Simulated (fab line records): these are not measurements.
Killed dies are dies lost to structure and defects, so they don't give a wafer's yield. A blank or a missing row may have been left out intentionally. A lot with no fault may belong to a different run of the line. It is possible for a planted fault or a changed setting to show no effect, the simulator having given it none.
fab line records + flow nand-harc + part 2 of 2: steps 5 to 6 of 6
record:
- lots: 23
- wafers: 69
- last-day: 25
route steps=1159 shown A_STAIRCASE@666 A_SGD_CUT@759
lots that met no fault: taken from a fault-free run of the same line
start-h: start of the lot's first displayed wafer, in hours after the record's first day + wait-h: time in hours since the lot's previous step + " repeats the value in the row above + L1.1+2: several wafers, shown together as one row + - value missing, or start not given + * or withheld: withheld + < > ~ a bound
route shown NAME@n: a module of which the file shows steps, and the number in the route of the first + usual: mean/standard deviation taken from wafers without a fault + same: alike in all rows + chamber/n: place in a boat + sites: per-site readings + _std_site: standard deviation across them + _edge_site: inner sites' mean taken away from outer sites' mean + radius-mm: for every site, how far away it sits from the centre of the wafer + mask NAME#n: copy n + behind: the tool/chamber that last shaped the wafer + hold: why the lot went on hold/how many hours it stayed there/how the hold came to an end + device: names the non-switching transistor (n, p or np) + end of line: the same wafers' tests at the end of the route + a step without rows: its recipe alone + killed: not the wafer's yield, but the dies lost to structure and defects at the first sort + map: a wafer's dies, marking killed ones x, the rest . and places with no die _
set.NAME: the setting that was run; set.NAME@STEP: the one run at that earlier step + model.NAME: the simulator's own value behind a step, which no gauge read
steps of the route over a sample of lots; a table a step, a row a wafer
services: a tool's chamber out of use, with start hour (start-h, from the record's first day; less than 0 if before it), hours out, and reason
== steps ==
step: NHARC_A_SGD_CUT_OVL_MEAS_10
usual:
- overlay-x-nm: 0.1/0.85
- overlay-y-nm: -0.1/0.88
| lot.wafer | tool       | chamber | start-h | wait-h | overlay-x-nm | overlay-y-nm |
|-----------|------------|---------|---------|--------|--------------|--------------|
| L074.1    | overlay-02 | -       | 291.83  | -      | -1.1         | 0.2          |
| L074.3    | "          | -       | "       | "      | -0.7         | -0.3         |
| L074.6    | "          | -       | "       | "      | -0.9         | 0.1          |
| L076.2    | overlay-02 | -       | 320.20  | -      | 1.0          | -1.6         |
| L076.4    | "          | -       | "       | "      | 1.0          | -1.5         |
| L076.6    | "          | -       | "       | "      | 0.6          | -1.5         |
| L075.2    | overlay-02 | -       | 320.61  | -      | -0.4         | 1.1          |
| L075.3    | "          | -       | "       | "      | -0.4         | 0.5          |
| L075.5    | "          | -       | "       | "      | -0.1         | 1.4          |
| L077.3    | overlay-01 | -       | 320.77  | -      | -0.2         | -0.3         |
| L077.4    | "          | -       | "       | "      | -0.6         | -0.3         |
| L077.6    | "          | -       | "       | "      | 0.2          | 0.1          |
| L078.2    | overlay-02 | -       | 332.95  | -      | 0.5          | -0.2         |
| L078.4    | "          | -       | "       | "      | 0.2          | -0.2         |
| L078.5    | "          | -       | "       | "      | 0.3          | 0.0          |
| L079.2    | overlay-01 | -       | 333.28  | -      | -0.4         | -0.8         |
| L079.3    | "          | -       | "       | "      | 0.1          | 0.0          |
| L079.4    | "          | -       | "       | "      | 0.0          | 0.1          |
| L080.2    | overlay-01 | -       | 350.93  | -      | 0.1          | 0.0          |
| L080.3    | "          | -       | "       | "      | 0.6          | -0.1         |
| L080.5    | "          | -       | "       | "      | 0.1          | -0.2         |
| L081.1    | overlay-02 | -       | 351.14  | -      | 0.0          | 0.4          |
| L081.3    | "          | -       | "       | "      | -0.4         | 0.2          |
| L081.5    | "          | -       | "       | "      | -1.0         | 0.3          |
| L084.3    | overlay-02 | -       | 369.30  | -      | 0.7          | -0.1         |
| L084.4    | "          | -       | "       | "      | 0.7          | 0.2          |
| L084.6    | "          | -       | "       | "      | 0.6          | -0.3         |
| L082.1    | overlay-01 | -       | 370.30  | -      | 0.5          | -1.1         |
| L082.3    | "          | -       | "       | "      | 0.8          | -1.3         |
| L082.5    | "          | -       | "       | "      | 0.4          | -1.5         |
| L083.1    | overlay-01 | -       | 370.59  | -      | 1.6          | 0.1          |
| L083.3    | "          | -       | "       | "      | 1.5          | 0.4          |
| L083.6    | "          | -       | "       | "      | 1.4          | 0.3          |
| L085.1    | overlay-02 | -       | 378.72  | -      | 0.3          | 0.1          |
| L085.2    | "          | -       | "       | "      | 0.6          | 0.5          |
| L085.4    | "          | -       | "       | "      | -0.4         | 0.0          |
| L086.1    | overlay-01 | -       | 390.40  | -      | -0.4         | -0.5         |
| L086.3    | "          | -       | "       | "      | -0.1         | -0.2         |
| L086.6    | "          | -       | "       | "      | -0.5         | -0.2         |
| L088.2    | overlay-02 | -       | 390.74  | -      | -0.6         | -1.6         |
| L088.4    | "          | -       | "       | "      | -0.1         | -2.1         |
| L088.5    | "          | -       | "       | "      | -0.3         | -1.8         |
| L087.2    | overlay-02 | -       | 390.91  | -      | -0.4         | 1.8          |
| L087.3    | "          | -       | "       | "      | -0.7         | 1.0          |
| L087.5    | "          | -       | "       | "      | -1.2         | 1.7          |
| L090.2    | overlay-02 | -       | 401.47  | -      | -0.2         | -1.6         |
| L090.5    | "          | -       | "       | "      | -0.5         | -1.4         |
| L090.6    | "          | -       | "       | "      | -0.2         | -1.6         |
| L089.1    | overlay-02 | -       | 401.85  | -      | -0.4         | -1.1         |
| L089.3    | "          | -       | "       | "      | -0.6         | -1.4         |
| L089.6    | "          | -       | "       | "      | -0.2         | -0.6         |
| L092.1    | overlay-02 | -       | 402.00  | -      | -2.1         | -1.3         |
| L092.3    | "          | -       | "       | "      | -2.0         | -1.1         |
| L092.4    | "          | -       | "       | "      | -2.4         | -1.4         |
| L093.1    | overlay-02 | -       | 431.29  | -      | 1.1          | 1.0          |
| L093.5    | "          | -       | "       | "      | 1.1          | 0.5          |
| L093.6    | "          | -       | "       | "      | 0.8          | 1.1          |
| L095.1    | overlay-01 | -       | 431.69  | -      | 0.7          | 0.8          |
| L095.3    | "          | -       | "       | "      | 0.5          | 0.4          |
| L095.4    | "          | -       | "       | "      | 0.6          | 0.1          |
| L094.1    | overlay-02 | -       | 432.66  | -      | 1.1          | 1.0          |
| L094.2    | "          | -       | "       | "      | 1.1          | 0.4          |
| L094.4    | "          | -       | "       | "      | 0.9          | 0.7          |
| L097.2    | overlay-02 | -       | 444.14  | -      | 1.0          | 0.6          |
| L097.4    | "          | -       | "       | "      | 0.5          | 0.4          |
| L097.5    | "          | -       | "       | "      | 0.8          | 0.8          |
| L096.2    | overlay-02 | -       | 452.78  | -      | 1.0          | 1.5          |
| L096.5    | "          | -       | "       | "      | 1.0          | 1.2          |
| L096.6    | "          | -       | "       | "      | 0.7          | 1.0          |
step: NHARC_A_SGD_CUT_STRIP_28
recipe:
- time-s: 20
- o2-flow-sccm: 500
- ar-flow-sccm: 0
- bias-w: 0
- chemistry: O2
usual:
- drypump-motor-current-A: 5.5/0.45
- oes-product-au: 1.004/0.0099
- rf-vpp-V: 57.9/0.92
- showerhead-plenum-p-Torr: 3.56/0.13
- throttle-valve-pct: 17.036/0.0095
| lot.wafer | tool        | chamber | start-h | wait-h | drypump-motor-current-A | oes-product-au | rf-hours-counter-h | rf-vpp-V | showerhead-plenum-p-Torr | throttle-valve-pct |
|-----------|-------------|---------|---------|--------|-------------------------|----------------|--------------------|----------|--------------------------|--------------------|
| L074.1    | rie-diel-02 | 3       | 296.95  | 0.2    | 4.8                     | 1.001          | 11                 | 57.5     | 3.70                     | 17.025             |
| L074.3    | "           | 1       | "       | "      | 5.7                     | 1.009          | -                  | 58.9     | 3.60                     | 17.033             |
| L074.6    | "           | 3       | "       | "      | 4.8                     | 1.005          | -                  | 59.4     | 3.70                     | 17.038             |
| L077.3    | rie-diel-02 | 0       | -       | -      | 5.5                     | 0.991          | 12                 | 57.3     | 3.60                     | 17.036             |
| L077.4    | "           | 1       | "       | "      | 5.7                     | 1.008          | 9                  | 57.0     | 3.60                     | 17.033             |
| L077.6    | "           | 2       | "       | "      | 5.6                     | 1.000          | -                  | 57.6     | 3.69                     | 17.024             |
| L076.2    | rie-diel-03 | 1       | -       | -      | 5.7                     | 1.020          | 12                 | 58.2     | 3.31                     | 17.039             |
| L076.4    | "           | 0       | "       | "      | 6.1                     | 0.995          | 12                 | 56.8     | 3.42                     | 17.024             |
| L076.6    | "           | 1       | "       | "      | 5.7                     | 1.028          | -                  | 57.0     | 3.31                     | 17.038             |
| L075.2    | rie-diel-08 | 1       | -       | -      | 6.2                     | 1.011          | 1                  | 57.9     | 3.49                     | 17.027             |
| L075.3    | "           | 2       | "       | "      | 5.2                     | 1.008          | 1                  | 58.0     | 3.34                     | 17.041             |
| L075.5    | "           | 1       | "       | "      | 6.2                     | 1.015          | -                  | 58.7     | 3.49                     | 17.035             |
| L079.3    | rie-diel-03 | 3       | -       | -      | 5.0                     | 1.009          | 13                 | 59.4     | 3.54                     | 17.050             |
| L079.2    | "           | 1       | "       | "      | 5.7                     | 1.034          | 14                 | 56.0     | 3.31                     | 17.043             |
| L079.4    | "           | 2       | "       | "      | 5.8                     | 1.023          | 11                 | 57.8     | 3.38                     | 17.030             |
| L078.4    | rie-diel-02 | 3       | -       | -      | 4.8                     | 1.007          | 0                  | 58.5     | 3.70                     | 17.041             |
| L078.2    | "           | 0       | "       | "      | 5.5                     | 1.004          | 0                  | 57.3     | 3.60                     | 17.044             |
| L078.5    | "           | 1       | "       | "      | 5.7                     | 0.995          | -                  | 57.6     | 3.60                     | 17.034             |
| L080.3    | rie-diel-02 | 3       | -       | -      | 4.8                     | 1.011          | 1                  | 57.6     | 3.70                     | 17.040             |
| L080.2    | "           | 1       | "       | "      | 5.8                     | 1.004          | 1                  | 57.6     | 3.60                     | 17.029             |
| L080.5    | "           | 3       | "       | "      | 4.8                     | 1.013          | -                  | 57.1     | 3.70                     | 17.040             |
| L081.3    | rie-diel-03 | 0       | -       | -      | 6.1                     | 0.992          | 15                 | 58.4     | 3.42                     | 17.031             |
| L081.1    | "           | 2       | "       | "      | 5.8                     | 1.016          | 12                 | 57.8     | 3.38                     | 17.026             |
| L081.5    | "           | 3       | "       | "      | 4.9                     | 1.004          | -                  | 58.9     | 3.54                     | 17.027             |
| L082.1    | rie-diel-02 | 3       | -       | -      | 4.8                     | 1.011          | 2                  | 58.5     | 3.70                     | 17.030             |
| L082.3    | "           | 2       | "       | "      | 5.6                     | 1.006          | 2                  | 58.0     | 3.69                     | 17.022             |
| L082.5    | "           | 3       | "       | "      | 4.8                     | 1.010          | -                  | 58.3     | 3.70                     | 17.027             |
| L084.3    | rie-diel-03 | 1       | 375.55  | 0.2    | 5.7                     | 1.020          | 17                 | 57.4     | 3.31                     | 17.052             |
| L084.4    | "           | 1       | "       | "      | 5.7                     | 1.030          | -                  | 56.5     | 3.31                     | 17.048             |
| L084.6    | "           | 3       | "       | "      | 4.9                     | 0.996          | -                  | 56.6     | 3.54                     | 17.032             |
| L083.1    | rie-diel-08 | 2       | -       | -      | 5.2                     | 0.998          | 6                  | 57.5     | 3.34                     | 17.038             |
| L083.3    | "           | 1       | "       | "      | 6.2                     | 0.999          | 6                  | 59.1     | 3.49                     | 17.038             |
| L083.6    | "           | 2       | "       | "      | 5.2                     | 1.005          | -                  | 56.9     | 3.34                     | 17.033             |
| L085.2    | rie-diel-02 | 3       | -       | -      | 4.8                     | 1.013          | 3                  | 59.3     | 3.70                     | 17.047             |
| L085.1    | "           | 0       | "       | "      | 5.5                     | 0.995          | 4                  | 58.6     | 3.60                     | 17.030             |
| L085.4    | "           | 1       | "       | "      | 5.7                     | 0.996          | 4                  | 58.2     | 3.60                     | 17.029             |
| L087.2    | rie-diel-02 | 1       | -       | -      | 5.7                     | 0.992          | 5                  | 58.3     | 3.60                     | 17.036             |
| L087.3    | "           | 3       | "       | "      | 4.8                     | 1.013          | 4                  | 57.9     | 3.70                     | 17.071             |
| L087.5    | "           | 0       | "       | "      | 5.5                     | 0.999          | -                  | 56.5     | 3.60                     | 17.026             |
| L086.1    | rie-diel-02 | 0       | -       | -      | 5.5                     | 0.996          | 5                  | 58.0     | 3.60                     | 17.029             |
| L086.3    | "           | 1       | "       | "      | 5.7                     | 0.993          | 6                  | 58.1     | 3.60                     | 17.027             |
| L086.6    | "           | 3       | "       | "      | 4.8                     | 1.008          | -                  | 57.8     | 3.70                     | 17.028             |
| L088.4    | rie-diel-08 | 0       | -       | -      | 6.4                     | 0.996          | 9                  | 57.4     | 3.68                     | 17.022             |
| L088.2    | "           | 1       | "       | "      | 6.2                     | 1.017          | 8                  | 57.7     | 3.49                     | 17.051             |
| L088.5    | "           | 2       | "       | "      | 5.2                     | 1.000          | -                  | 56.5     | 3.34                     | 17.030             |
| L089.3    | rie-diel-03 | 1       | 407.84  | 0.1    | 5.7                     | 1.014          | 1                  | 58.8     | 3.31                     | 17.049             |
| L089.1    | "           | 0       | "       | "      | 6.1                     | 0.996          | 1                  | 59.0     | 3.41                     | 17.046             |
| L089.6    | "           | 1       | "       | "      | 5.7                     | 1.013          | -                  | 56.8     | 3.31                     | 17.053             |
| L090.2    | rie-diel-02 | 2       | -       | -      | 5.6                     | 0.989          | 5                  | 60.1     | 3.69                     | 17.041             |
| L090.6    | "           | 3       | "       | "      | 4.8                     | 1.022          | -                  | 57.3     | 3.70                     | 17.029             |
| L090.5    | "           | 0       | "       | "      | 5.5                     | 0.999          | -                  | 56.6     | 3.60                     | 17.028             |
| L092.3    | rie-diel-02 | 2       | -       | -      | 5.6                     | 0.995          | 5                  | 59.1     | 3.69                     | 17.025             |
| L092.1    | "           | 0       | "       | "      | 5.5                     | 0.982          | 7                  | 59.1     | 3.60                     | 17.055             |
| L092.4    | "           | 1       | "       | "      | 5.7                     | 0.993          | 7                  | 59.3     | 3.60                     | 17.036             |
| L093.1    | rie-diel-02 | 0       | -       | -      | 5.5                     | 1.001          | 8                  | 59.9     | 3.60                     | 17.039             |
| L093.5    | "           | 3       | "       | "      | 4.8                     | 1.014          | -                  | 59.0     | 3.70                     | 17.046             |
| L093.6    | "           | 0       | "       | "      | 5.5                     | 1.005          | -                  | 57.8     | 3.60                     | 17.036             |
| L095.4    | rie-diel-02 | 3       | -       | -      | 4.8                     | 1.019          | 7                  | 59.2     | 3.70                     | 17.043             |
| L095.1    | "           | 0       | "       | "      | 5.5                     | 0.995          | 8                  | 57.6     | 3.60                     | 17.024             |
| L095.3    | "           | 1       | "       | "      | 5.8                     | 0.996          | 8                  | 56.9     | 3.60                     | 17.025             |
| L094.1    | rie-diel-08 | 2       | -       | -      | 5.2                     | 0.992          | 13                 | 57.0     | 3.33                     | 17.041             |
| L094.4    | "           | 3       | "       | "      | 5.4                     | 0.998          | 13                 | 58.5     | 3.40                     | 17.033             |
| L094.2    | "           | 0       | "       | "      | 6.4                     | 0.994          | 14                 | 57.1     | 3.68                     | 17.037             |
| L097.2    | rie-diel-02 | 0       | -       | -      | 5.5                     | 1.019          | 9                  | 57.7     | 3.60                     | 17.030             |
| L097.4    | "           | 2       | "       | "      | 5.6                     | 1.013          | 8                  | 57.8     | 3.69                     | 17.044             |
| L097.5    | "           | 1       | "       | "      | 5.7                     | 1.007          | -                  | 57.6     | 3.60                     | 17.047             |
| L096.2    | rie-diel-08 | 3       | -       | -      | 5.4                     | 0.996          | 15                 | 58.4     | 3.40                     | 17.033             |
| L096.6    | "           | 3       | "       | "      | 5.4                     | 0.993          | -                  | 56.2     | 3.40                     | 17.018             |
| L096.5    | "           | 0       | "       | "      | 6.4                     | 0.989          | -                  | 56.8     | 3.68                     | 17.040             |
== services ==
| tool            | chamber | start-h | hours | kind   |
|-----------------|---------|---------|-------|--------|
| rie-diel-01     | -       | 217.76  | 0.4   | repair |
| rie-diel-08     | 2       | 227.30  | 23.1  | repair |
| rie-diel-02     | 1       | 231.81  | 21.0  | repair |
| rie-diel-01     | 1       | 242.19  | 13.4  | repair |
| rie-diel-02     | 3       | 274.58  | 4.6   | repair |
| rie-diel-03     | 2       | 275.09  | 32.2  | repair |
| plasma-asher-01 | -       | 276.00  | 9.0   | pm     |
| rie-diel-10     | 2       | 283.63  | 8.9   | repair |
| rie-diel-02     | 0       | 292.66  | 4.6   | repair |
| rie-diel-02     | 2       | 296.38  | 8.7   | repair |
| rie-diel-08     | -       | 309.27  | 9.0   | pm     |
| rie-diel-01     | -       | 316.11  | 9.0   | pm     |
| rie-diel-08     | 1       | 323.94  | 2.4   | repair |
| rie-diel-02     | -       | 327.70  | 9.0   | pm     |
| rie-diel-10     | -       | 353.66  | 9.0   | pm     |
| plasma-asher-02 | -       | 360.40  | 9.0   | pm     |
| rie-diel-03     | 0       | 371.77  | 9.1   | repair |
| rie-diel-03     | -       | 392.30  | 9.0   | pm     |
| rie-diel-08     | 3       | 403.36  | 9.2   | repair |
| rie-diel-03     | 3       | 405.50  | 7.8   | repair |
| rie-diel-01     | 0       | 424.39  | 18.5  | repair |
| rie-diel-09     | -       | 431.35  | 9.0   | pm     |
| plasma-asher-01 | -       | 453.00  | 9.0   | pm     |
| rie-diel-03     | -       | 453.29  | 2.3   | repair |
